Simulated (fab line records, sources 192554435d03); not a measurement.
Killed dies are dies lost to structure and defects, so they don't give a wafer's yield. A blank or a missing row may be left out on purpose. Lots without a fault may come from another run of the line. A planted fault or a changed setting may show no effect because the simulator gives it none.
Split-lot experiment | flow n5_finfet | 7 lots, 21 wafers read, on a route of 1938 steps

THE SPLIT
At N5_BEOL_M0_SAQP_EXPOSE_37 (exposes mask M0 CUT1, target cd 30 nm), the setting dose_mj was moved away from the recipe's 44.75 on 11 of the 21 wafers read, by -7.0% to +6.7%. The other wafers ran this setting at the recipe's value.

FROM THE SPLIT TO THE READING: what the file shows between them, 2 steps
- N5_BEOL_M0_SAQP_PEB_38: peb time 60 s
- N5_BEOL_M0_SAQP_DEVELOP_39: develop time 30 s

THE READING
cd_nm, in nm, at N5_BEOL_M0_SAQP_CD_MEAS_40 (target cd 30 nm). Fault-free wafers of this fab line usually give 29.99 nm, standard deviation 0.27 nm.

wafer  | tool, chamber at the split | dose_mj as run | against the recipe | cd_nm, nm | against lot-mates on the recipe
L075.1 | euv_scanner-01, 0          | 41.64          | -6.9%              | 28.90     | -1.26
L075.3 | euv_scanner-01, 0          | 44.75          | recipe             | 30.19     | -
L075.6 | euv_scanner-01, 0          | 44.75          | recipe             | 30.12     | -
L076.2 | euv_scanner-02, 0          | 41.61          | -7.0%              | 28.18     | no lot-mate on the recipe
L076.4 | euv_scanner-02, 0          | 41.61          | -7.0%              | 28.35     | no lot-mate on the recipe
L076.6 | euv_scanner-02, 0          | 41.61          | -7.0%              | 27.61     | no lot-mate on the recipe
L084.2 | euv_scanner-01, 0          | 43.27          | -3.3%              | 29.55     | -0.55
L084.5 | euv_scanner-01, 0          | 44.75          | recipe             | 30.25     | -
L084.6 | euv_scanner-01, 0          | 44.75          | recipe             | 29.95     | -
L085.2 | euv_scanner-02, 0          | 44.75          | recipe             | 29.85     | -
L085.4 | euv_scanner-02, 0          | 47.75          | +6.7%              | 31.06     | +1.01
L085.6 | euv_scanner-02, 0          | 44.75          | recipe             | 30.24     | -
L089.3 | euv_scanner-02, 0          | 44.75          | recipe             | 29.48     | -
L089.5 | euv_scanner-02, 0          | 44.75          | recipe             | 29.86     | -
L089.6 | euv_scanner-02, 0          | 44.75          | recipe             | 30.08     | -
L091.2 | euv_scanner-02, 0          | 47.72          | +6.6%              | 30.93     | +1.18
L091.4 | euv_scanner-02, 0          | 47.72          | +6.6%              | 31.09     | +1.34
L091.6 | euv_scanner-02, 0          | 44.75          | recipe             | 29.75     | -
L097.1 | euv_scanner-01, 0          | 43.91          | -1.9%              | 29.80     | no lot-mate on the recipe
L097.3 | euv_scanner-01, 0          | 43.91          | -1.9%              | 29.70     | no lot-mate on the recipe
L097.5 | euv_scanner-01, 0          | 43.91          | -1.9%              | 29.54     | no lot-mate on the recipe

THE FIT
A straight line over all 21 wafers: cd_nm changes by +0.202 nm for each +1% of dose_mj; r = +0.93; the points scatter about the line by 0.33 nm.
The same after taking each lot's own level away (the mean of its wafers on the recipe; 15 wafers): +0.177 nm for each +1%; r = +0.97; scatter 0.17 nm.
On that fit, the largest move of dose_mj shifts the reading by 1.2 nm.
The lots' own levels span 29.750 to 30.155 nm, that is 1.5 times the standard deviation above.
So the lot-to-lot level changes the slope: the two fits differ.
Check: with one of the wafers moved furthest among these (-6.9%) left out of the fit, the line predicts -1.22 nm for it against its lot-mates. It came out at -1.26 nm against them.

OTHER SPLITS ON THESE WAFERS
These wafers also went through other splits before the reading. Each is held against what the fit with the lots' levels taken away leaves over:
other split on the same wafers              | wafers away from the commonest value | r with cd_nm (lot level and that fit taken away)
N5_MOL_CONTACT_COAG_EXPOSE_81 dose_mj       | 9                                    | +0.14
N5_BEOL_M0_SAQP_PECVD_96 time_s             | 6                                    | +0.33
N5_BEOL_M0_SAQP_SPACER2_ALD_26 target_thk_a | 11                                   | -0.04

THE WHOLE CHAIN: every reading that the file lists as answering this split, in the file's order
step                       | what it does                                                | reading                                                             | change (the file's fit)               | r (the file's)
N5_BEOL_M0_SAQP_CD_MEAS_40 | target cd 30 nm                                             | cd_nm                                                               | +0.174 nm for each +1% of the setting | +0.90
N5_BEOL_M0_SAQP_DESCUM_45  | chemistry O2, time 7 s                                      | BEOL_M0_SAQP.cd_nm (the simulator's own value, which no gauge read) | +0.217 nm for each +1% of the setting | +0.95
N5_BEOL_M0_SAQP_ETCH_88    | etches underlayer in N2/H2, target depth 6.5 nm, time 5.2 s | BEOL_M0_SAQP.cd_nm (the simulator's own value, which no gauge read) | +0.215 nm for each +1% of the setting | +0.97
N5_BEOL_M0_SAQP_ETCH_73    | etches SiARC in CF4, target depth 19.5 nm, time 32.5 s      | BEOL_M0_SAQP.cd_nm (the simulator's own value, which no gauge read) | +0.228 nm for each +1% of the setting | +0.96

THE FILE'S OWN FIT
cd_nm changes by +0.174 nm for each +1% of dose_mj, r = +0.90.
